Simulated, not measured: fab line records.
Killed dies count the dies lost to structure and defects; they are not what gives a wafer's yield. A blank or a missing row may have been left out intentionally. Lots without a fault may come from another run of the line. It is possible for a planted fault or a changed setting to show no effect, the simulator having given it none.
One fault through the eyes of 3 desks    flow n5Finfet    what lay behind the numbers comes last; until then each desk has only its own

== THE DEFECT DESK ==
Inspection counts along the route, by lot: the mean over sampled wafers that carry a number. If a lot's mean is further than 4 standard deviations from the usual mean, the lot is out of limits and carries the mark OUT (the distance appears in the brackets).
Columns: A = rawDefectCount at N5_BEOL_M15_INSPECT_55, usual 71
lot   first seen here  A
L261  day 12 13:48     77
L262  day 12 14:07     74
L264  day 14 20:04     81
L267  day 15 22:16     108
L274  day 17 09:50     90
L273  day 17 11:51     76
L263  day 17 17:54     71
L277  day 18 01:40     70
L280  day 19 08:49     53
L281  day 19 11:58     63
L284  day 19 15:53     63
This desk's finding: nothing out of limits on any of the 11 lots.

== METROLOGY DESK ==
Lot by lot, what the gauges showed, no matter which tool ran the lot: averages of those sampled wafers that carry a number. If a lot's mean is further than 4 standard deviations from the usual mean, the lot is out of limits and carries the mark OUT (the distance appears in the brackets).
Columns: A = cdNm at N5_MIM_BOT_LITHO_CD_MEAS_08, usual 2999.2 nm
lot   first seen here  A
L261  day 12 18:55     2999.3
L262  day 12 19:20     2995.4
L264  day 15 01:31     3001.9
L267  day 16 02:20     2999.9
L274  day 17 18:08     2983.0 (-7.7) OUT
L273  day 17 18:41     2979.5 (-9.4) OUT
L263  day 17 22:37     2982.1 (-8.1) OUT
L277  day 18 05:26     2999.0
L280  day 19 16:02     2997.4
L281  day 19 16:39     2997.2
L284  day 19 21:07     3000.1
Finding of this desk: L263, L273, L274 out of limits; the first was L274 at day 17 18:08, on cdNm at N5_MIM_BOT_LITHO_CD_MEAS_08. L261, L262, L264, L267, L277, L280, L281, L284 stayed within limits.

== DESK OF THE TOOL OWNER: krfScanner-02 ==
The tool's own readings at N5_MIM_BOT_LITHO_EXPOSE_05 (exposes mask MIM BOT): means of the sampled wafers that have a number, for each lot that ran on this tool. If a lot's mean is further than 4 standard deviations from the usual mean, the lot is out of limits and carries the mark OUT (the distance appears in the brackets).
Columns: A = exposureDoseMJCm2 at N5_MIM_BOT_LITHO_EXPOSE_05, usual 24.253
lot   first seen here  A
L262  day 12 19:10     24.305
L274  day 17 17:58     21.692 (-99 or more) OUT
L273  day 17 18:31     21.719 (-99 or more) OUT
L263  day 17 22:26     21.725 (-99 or more) OUT
Finding of this desk: L263, L273, L274 out of limits; the first was L274 at day 17 17:58, on exposureDoseMJCm2 at N5_MIM_BOT_LITHO_EXPOSE_05. L262 stayed within limits.

== TAKEN TOGETHER ==
At day 17 17:58, on L263, L273, L274, the tool owner's desk was in a position to raise an alarm.
An alarm was possible from the metrology desk at day 17 18:08, on L263, L273, L274.
Nothing the defect desk looked at was out of limits.
The defect desk has L263, L273, L274 on record, within its limits.
N5_MIM_BOT_LITHO_EXPOSE_05 was run on krfScanner-02 by each of the lots named.

== WHAT THE SIMULATOR PUT IN ==
Process parameter drift: krfScanner-02, from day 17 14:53 on, at N5_MIM_BOT_LITHO_EXPOSE_05. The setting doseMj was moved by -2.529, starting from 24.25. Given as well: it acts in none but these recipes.
Lots struck among those shown: L263, L273, L274.
Delay (hours) between the fault's onset and each desk's first out-of-limits reading: 3 at the tool owner's desk, 3 at the metrology desk.
